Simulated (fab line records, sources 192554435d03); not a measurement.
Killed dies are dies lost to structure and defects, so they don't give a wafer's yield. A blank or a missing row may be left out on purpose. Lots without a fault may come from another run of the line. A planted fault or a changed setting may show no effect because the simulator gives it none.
A struck lot beside a sound one | flow n5_finfet | 27 steps out of a route of 1938
Sound: wafers L570.1, L570.3, L570.5. Struck: wafers L559.1, L559.2, L559.5. The cause comes at the end.
At each step with rows: each side's tool, then ch and its chambers, then its first start. Under that, the readings that differ: sound wafers | struck wafers | difference of the means | sigmas: that difference in standard deviations of wafers without a fault.
alike: readings whose means differ by less than 2 such deviations, and words and numbers that are the same on both sides. not compared: withheld readings, readings that some wafer has no value for, bounds like >300 that may hide the same value, and numbers for which the record gives no deviation and whose values overlap.
The two part at a step that has a row with sigmas, a row that says differs or no value, or rows on one side only. Numbers that don't overlap but have no deviation are shown without sigmas and don't part them. A reading that every wafer of one side lacks parts them only if that side has two wafers or more.

first, 3 steps without rows for these wafers: N5_BEOL_M11_SPUTTER_48 (material Cu, target thk 12 nm, time 2 s); N5_BEOL_M11_ECD_50 (material Cu, target thk 318 nm); N5_BEOL_M11_ANNEAL_51 (time 90 s).
N5_BEOL_M11_CMP_52: polishes, stops on SiCOH lowk, t overpolish 7 s, target thk 140 nm.
  sound on cmp-04 ch 1,2, day 15 13:58; struck on cmp-04 ch 0,2,3, day 12 15:29
  alike: barrier_field_endpoint_s, clearing_platen_down_force_psi, motor_current_A, overpolish_run_s, retaining_ring_pressure_frac, time_to_endpoint_s
N5_BEOL_M11_THK_MEAS_53: measures by xrf.
  sound on film_metro-02, day 15 14:16; struck on film_metro-01, day 12 15:45
  alike: M11_THK
then, 1 step without rows for these wafers: N5_BEOL_M11_PRE_CLEAN_55 (time 15 s).
N5_BEOL_M11_DEP_56: deposits SiCN from 3MS/NH3, target thk 30 nm, time 10.5 s.
  sound on pecvd-01 ch 0,1, day 15 14:19; struck on pecvd-03 ch 0,2, day 12 15:49
  alike: showerhead_plenum_p_Torr, throttle_valve_pct
N5_BEOL_M11_RS_MEAS_57: measures by four-point-probe.
  sound on film_metro-01, day 15 14:23; struck on film_metro-01, day 12 15:52
  alike: M11_RS
N5_BEOL_M11_INSPECT_58: inspects for defects (darkfield).
  sound on defect_inspect-02, day 15 14:25; struck on defect_inspect-02, day 12 15:54
  alike: raw_defect_count
N5_BEOL_M12_ILD_DEP_00: deposits SiOC from DEMS/O2, target thk 658.92 nm, time 130.7 s.
  sound on pecvd-01 ch 1,2, day 15 14:27; struck on pecvd-04 ch 0,2, day 12 15:56
  alike: heater_power_w, showerhead_plenum_p_Torr, throttle_valve_pct
N5_BEOL_M12_THK_MEAS_01:
  sound on film_metro-02, day 15 14:35; struck on film_metro-01, day 12 16:05
  alike: M12_ILD_THK
then, 1 step without rows for these wafers: N5_BEOL_M12_COAT_58 (time 60 s, resist thk 89 nm).
N5_BEOL_M12_COAT_04: resist thk 400 nm.
  sound on litho_track-05 ch 0, day 15 14:37; struck on litho_track-05 ch 0, day 12 16:07
  reading                                    | sound                | struck               | difference | sigmas
  spin_speed_rpm (rpm)                       | 1625.8 1627.1 1627.1 | 1861.1 1861.2 1861.6 | +234.6     | +99 or more
  model.coat_of_BEOL_M12_COAT_04.thk_nm (nm) | 400.2 401 401.6      | 373.4 372.6 373.4    | -27.8      |
  alike: resist_line_temp_C
then, 6 steps without rows for these wafers: N5_BEOL_M12_EBR_06; N5_BEOL_M12_SOFTBAKE_05 (time 60 s); N5_BEOL_M12_EXPOSE_07 (exposes mask V11); N5_BEOL_M12_PEB_08 (peb time 90 s); N5_BEOL_M12_DEVELOP_09 (develop time 45 s); N5_BEOL_M12_HARDBAKE_14 (time 120 s).
N5_BEOL_M12_CD_MEAS_10: target cd 140 nm.
  sound on cd_sem-03 ch 0, day 15 14:53; struck on cd_sem-01 ch 0, day 12 16:31
  alike: cd_nm
N5_BEOL_M12_OVL_MEAS_11:
  sound on overlay-01 ch 0, day 15 14:55; struck on overlay-02 ch 0, day 12 16:32
  alike: V11_OVL
N5_BEOL_M12_INSPECT_12: inspects for defects (macro).
  sound on defect_inspect-02, day 15 14:56; struck on defect_inspect-02, day 12 16:34
  alike: raw_defect_count
N5_BEOL_M12_DESCUM_15: chemistry O2, time 7.9 s.
  sound on rie_diel-01 ch 0,1, day 15 14:58; struck on rie_diel-05 ch 1,2, day 12 16:36
  alike: drypump_motor_current_A, o2_flow_sccm, oes_product_au, rf_vpp_V, showerhead_plenum_p_Torr, throttle_valve_pct
  not compared: rf_hours_counter_h
N5_BEOL_M12_ETCH_59: etches BARC in N2/H2, target depth 89 nm, overetch 26.7 nm, time 67.9 s.
  sound on rie_diel-01 ch 0,1, day 15 15:01; struck on rie_diel-05 ch 1,2, day 12 16:38
  alike: drypump_motor_current_A, oes_product_au, rf_vpp_V, showerhead_plenum_p_Torr, throttle_valve_pct
  not compared: rf_hours_counter_h
N5_BEOL_M12_VIA_ETCH_16: etches SiOC in C4F8/O2/Ar, target depth 724.8 nm.
  sound on rie_diel-01 ch 0,1, day 15 15:04; struck on rie_diel-05 ch 1,2, day 12 16:41
  reading                                    | sound             | struck          | difference | sigmas
  model.coat_of_BEOL_M12_COAT_04.thk_nm (nm) | 126.6 129.2 125.6 | 101.2 93.2 96.2 | -30.3      |
  alike: drypump_motor_current_A, oes_product_au, rf_vpp_V, showerhead_plenum_p_Torr, throttle_valve_pct
N5_BEOL_M12_STRIP_63: strips in N2/H2.
  sound on plasma_asher-02 ch 0,1, day 15 15:16; struck on plasma_asher-02 ch 0,1, day 12 16:53
  reading                      | sound          | struck         | difference | sigmas
  strip_time_to_endpoint_s (s) | 43.4 44.2 43.2 | 36.5 34.3 35.2 | -8.3       | -8
  alike: drypump_motor_current_A, heater_power_w, oes_product_au
  not compared: rf_hours_counter_h
then, 1 step without rows for these wafers: N5_BEOL_M12_STRIP_64 (strips in N2/H2).

WHERE THEY PART
First at N5_BEOL_M12_COAT_04; last, within this record, at N5_BEOL_M12_STRIP_63.

WHY: what the simulator had put in
Process parameter drift: litho_track-05, from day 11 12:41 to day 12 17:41, at N5_BEOL_M12_COAT_04. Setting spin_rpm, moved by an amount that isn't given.
